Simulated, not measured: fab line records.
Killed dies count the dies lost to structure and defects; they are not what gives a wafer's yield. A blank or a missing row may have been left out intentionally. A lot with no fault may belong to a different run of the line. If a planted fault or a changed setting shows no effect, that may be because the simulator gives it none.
Matching of chambers ; flow nandHarc ; cmp-03 running NHARC_P_M2_CMP_23: 4 sister chambers
The step polishes, t overpolish 20 s, target thk 144.3 nm. 14 wafers are shown with their chamber, then 7 later ones without.

## EACH WAFER AND ITS CHAMBER
wafer;chamber;motorCurrentA (A);timeToEndpointS (s);slurryFilterDpKPa (kPa)
L302.2;0;10.9;28;13.65
L302.5;2;12.5;29;13.37
L302.6;3;13.6;30;13.35
L300.1;3;13.5;29;13.61
L300.3;1;12.3;26;13.51
L300.4;2;12.0;28;13.47
L303.2;1;12.3;25;13.55
L303.3;0;11.7;22;13.39
L303.4;2;11.7;23;13.45
L305.3;1;12.5;33;13.54
L305.4;3;14.0;30;13.31
L305.5;2;11.8;31;13.54
L306.2;1;12.4;30;13.41
L306.5;2;12.4;28;13.52

SIGNATURES (averages over the wafers above)
reading;chamber 0;chamber 1;chamber 2;chamber 3;scatter within a chamber
motorCurrentA;11.300;12.375;12.080;13.700;0.316
timeToEndpointS;25.00;28.50;27.80;29.67;3.07
slurryFilterDpKPa;13.5200;13.5025;13.4700;13.4233;0.108
Rule: a wafer's distance from a chamber is the root of the sum, over the readings, of the square of ((its reading less the chamber's mean) divided by the reading's scatter). If the next closest chamber is less than 2 further off than the closest, the wafer can't be placed; otherwise it belongs to the closest. The scatter is the square root of a quotient: the sum, over the shown wafers, of each reading's squared deviation from its chamber's mean, divided by wafers minus chambers.

## WAFERS WITH NO CHAMBER GIVEN
wafer;motorCurrentA (A);timeToEndpointS (s);slurryFilterDpKPa (kPa)
L306.6;14.2;31;13.58
L318.1;12.9;28;13.41
L318.3;11.0;27;13.75
L318.6;11.4;27;13.47
L319.1;11.7;27;13.63
L319.3;12.8;27;13.59
L319.6;11.9;26;13.56

## WHICH CHAMBER EACH ONE RAN IN
wafer;from the rows above;in truth
L306.6;3;3
L318.1;can't be placed: 1 or 3 or 2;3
L318.3;can't be placed: 0 or 2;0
L318.6;can't be placed: 0 or 2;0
L319.1;can't be placed: 0 or 2 or 1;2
L319.3;can't be placed: 1 or 2 or 3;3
L319.6;can't be placed: 2 or 1 or 0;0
Correctly placed: 1 of 7. Cannot be placed on the basis of these rows: 6; the candidates contain the true chamber in 6. 0 placed wrongly.
